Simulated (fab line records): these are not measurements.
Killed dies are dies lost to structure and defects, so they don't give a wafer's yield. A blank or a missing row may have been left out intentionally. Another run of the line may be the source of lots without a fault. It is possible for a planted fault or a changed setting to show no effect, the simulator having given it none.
Commonality check across tools ; flow nand harc ; 13 lots, 45 wafers sampled

WHY IT WAS OPENED
Flagged at NHARC_P_STI_INSPECT_11: reading raw defect count, on 2 of 13 lots. No-fault wafers: 5.4, standard deviation 2.6.
Rule: flag the lot when none of its wafers has a number, or when each of its wafers that has one lies beyond 4 standard deviations from that mean. As for the other lots, they are considered sound.

lot;measured;on;raw defect count, wafer by wafer;flag
L293;day 2 19:15;defect inspect-01;1 2 2;
L294;day 3 05:27;defect inspect-02;8 3 3;
L295;day 3 17:27;defect inspect-01;3 5 5;
L296;day 4 01:53;defect inspect-01;5 6 4;
L298;day 4 22:34;defect inspect-01;4 4 5;
L303;day 7 01:51;defect inspect-01;978 986 919 958 995 916;FLAGGED
L305;day 8 11:44;defect inspect-02;934 871 985 929 891 979;FLAGGED
L306;day 8 11:54;defect inspect-02;10 11 4;
L307;day 8 12:04;defect inspect-02;5 5 10;
L312;day 10 20:36;defect inspect-02;4 4 6;
L313;day 11 09:11;defect inspect-01;5 5 2;
L314;day 11 17:32;defect inspect-01;6 6 7;
L316;day 12 08:05;defect inspect-02;8 6 4;
On average the flagged lots read 945.1, which is +939.7 against the usual, or +99 or more standard deviations.

EACH LOT AND THE TOOL IT RAN ON
The record holds 1 process step before the reading, out of a route of 1302 steps. Cell contents, in order: the tool; ch with the chambers the sampled wafers went through; the start.
lot;flag;NHARC_P_STI_HM_DEP_30
L293;;lpcvd-02 ch 1, day 2 15:04
L294;;lpcvd-02 ch 1, day 3 01:14
L295;;lpcvd-01 ch 0, day 3 11:35
L296;;lpcvd-02 ch 1, day 3 21:43
L298;;lpcvd-02 ch 0, day 4 18:22
L303;FLAGGED;lpcvd-01 ch 0, day 6 21:37
L305;FLAGGED;lpcvd-01 ch 0, day 8 07:28
L306;;lpcvd-01 ch 1, day 8 07:28
L307;;lpcvd-01 ch 1, day 8 07:28
L312;;lpcvd-01 ch 1, day 10 16:19
L313;;lpcvd-01 ch 1, day 11 03:16
L314;;lpcvd-02 ch 1, day 11 13:18
L316;;lpcvd-01 ch 1, day 12 04:04
What these steps do:
- NHARC_P_STI_HM_DEP_30: deposits Si3N4, target thk 80 nm, time 873 s.
- NHARC_P_STI_INSPECT_11

FLAGGED OVER TOTAL, TOOL BY TOOL (the gauges that took the reading come last)
step;tool;lots run;flagged;share of the flagged lots;sound lots run after its first flagged lot
NHARC_P_STI_HM_DEP_30;lpcvd-01;8;2;all;5 (L306,L307,L312,L313,L316)
NHARC_P_STI_HM_DEP_30;lpcvd-02;5;0;none;-
NHARC_P_STI_INSPECT_11;defect inspect-01;7;1;some;2 (L313,L314)
NHARC_P_STI_INSPECT_11;defect inspect-02;6;1;some;4 (L306,L307,L312,L316)

WHAT IS ALLOWED BY THE TABLE
Rows of the table that ran each flagged lot: 1, that is lpcvd-01 at NHARC_P_STI_HM_DEP_30.
- lpcvd-01 at NHARC_P_STI_HM_DEP_30: 2 of its 8 lots flagged. Lots that were sound ran on it after the first flagged one (L306, L307, L312, L313, L316); a persistent fault on the entire tool would not allow that.
None of the table's rows ran every flagged lot and, after the first, no sound lot.

WHAT HAD BEEN PUT IN BY THE SIMULATOR
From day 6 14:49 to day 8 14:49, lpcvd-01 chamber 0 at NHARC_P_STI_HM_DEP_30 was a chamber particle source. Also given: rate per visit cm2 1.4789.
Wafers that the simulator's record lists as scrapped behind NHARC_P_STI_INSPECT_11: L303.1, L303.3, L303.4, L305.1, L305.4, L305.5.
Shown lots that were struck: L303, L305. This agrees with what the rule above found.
